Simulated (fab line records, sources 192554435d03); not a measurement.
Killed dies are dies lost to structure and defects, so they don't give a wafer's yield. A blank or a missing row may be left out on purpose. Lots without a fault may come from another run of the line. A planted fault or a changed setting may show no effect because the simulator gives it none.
Split-lot experiment | flow n5_finfet | 7 lots, 21 wafers read, on a route of 1938 steps

THE SPLIT
At N5_HKMG_FIN_EXPOSE_09 (exposes mask NWFM), the setting dose_mj was moved away from the recipe's 39.25 on 11 of the 21 wafers read, by -6.1% to +7.1%. The other wafers ran this setting at the recipe's value.

FROM THE SPLIT TO THE READING: what the file shows between them, 2 steps
- N5_HKMG_FIN_PEB_10: peb time 60 s
- N5_HKMG_FIN_DEVELOP_11: develop time 30 s

THE READING
cd_nm, in nm, at N5_HKMG_FIN_CD_MEAS_12 (target cd 92.8 nm). Fault-free wafers of this fab line usually give 92.7 nm, standard deviation 0.52 nm.

wafer  | tool, chamber at the split | dose_mj as run | against the recipe | cd_nm, nm | against lot-mates on the recipe
L075.4 | arfi_scanner-02, 0         | 42.05          | +7.1%              | 97.4      | +5.4
L075.5 | arfi_scanner-02, 0         | 42.05          | +7.1%              | 97.2      | +5.2
L075.6 | arfi_scanner-02, 0         | 39.25          | recipe             | 92.0      | -
L079.2 | arfi_scanner-03, 0         | 37.89          | -3.5%              | 89.6      | no lot-mate on the recipe
L079.3 | arfi_scanner-03, 0         | 37.89          | -3.5%              | 89.8      | no lot-mate on the recipe
L079.4 | arfi_scanner-03, 0         | 37.89          | -3.5%              | 89.9      | no lot-mate on the recipe
L082.1 | arfi_scanner-02, 0         | 36.86          | -6.1%              | 89.8      | -2.9
L082.3 | arfi_scanner-02, 0         | 39.25          | recipe             | 92.7      | -
L082.4 | arfi_scanner-02, 0         | 39.25          | recipe             | 92.7      | -
L083.3 | arfi_scanner-02, 0         | 39.25          | recipe             | 92.8      | -
L083.5 | arfi_scanner-02, 0         | 39.25          | recipe             | 92.4      | -
L083.6 | arfi_scanner-02, 0         | 39.25          | recipe             | 92.4      | -
L086.1 | arfi_scanner-02, 0         | 39.25          | recipe             | 92.7      | -
L086.3 | arfi_scanner-02, 0         | 39.25          | recipe             | 93.3      | -
L086.5 | arfi_scanner-02, 0         | 39.25          | recipe             | 92.6      | -
L092.1 | arfi_scanner-03, 0         | 40.16          | +2.3%              | 92.8      | +1.4
L092.3 | arfi_scanner-03, 0         | 39.25          | recipe             | 91.4      | -
L092.4 | arfi_scanner-03, 0         | 40.16          | +2.3%              | 93.3      | +1.9
L094.1 | arfi_scanner-01, 0         | 41.77          | +6.4%              | 97.6      | no lot-mate on the recipe
L094.4 | arfi_scanner-01, 0         | 41.77          | +6.4%              | 97.4      | no lot-mate on the recipe
L094.6 | arfi_scanner-01, 0         | 41.77          | +6.4%              | 97.5      | no lot-mate on the recipe

THE FIT
A straight line over all 21 wafers: cd_nm changes by +0.686 nm for each +1% of dose_mj; r = +0.97; the points scatter about the line by 0.66 nm.
The same after taking each lot's own level away (the mean of its wafers on the recipe; 15 wafers): +0.66 nm for each +1%; r = +0.98; scatter 0.4 nm.
On that fit, the largest move of dose_mj shifts the reading by 4.7 nm.
The lots' own levels span 91.40 to 92.87 nm, that is 2.8 times the standard deviation above.
So the lot-to-lot level changes the slope little: the two slopes agree.
Check: with one of the wafers moved furthest among these (+7.1%) left out of the fit, the line predicts +4.6 nm for it against its lot-mates. It came out at +5.4 nm against them.

OTHER SPLITS ON THESE WAFERS
These wafers also went through other splits before the reading. Each is held against what the fit with the lots' levels taken away leaves over:
other split on the same wafers       | wafers away from the commonest value | r with cd_nm (lot level and that fit taken away)
N5_SD_EPI_N_EXPOSE_06 dose_mj        | 8                                    | -0.10
N5_SD_EPI_P_EPI_21 epi_growth_time_s | 5                                    | -0.23
N5_SD_ACTIVATION_LSA_01 temp_c       | 7                                    | -0.45
N5_HKMG_FIN_COAT_06 spin_rpm         | 5                                    | +0.10

THE FILE'S OWN FIT
cd_nm changes by +0.634 nm for each +1% of dose_mj, r = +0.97.
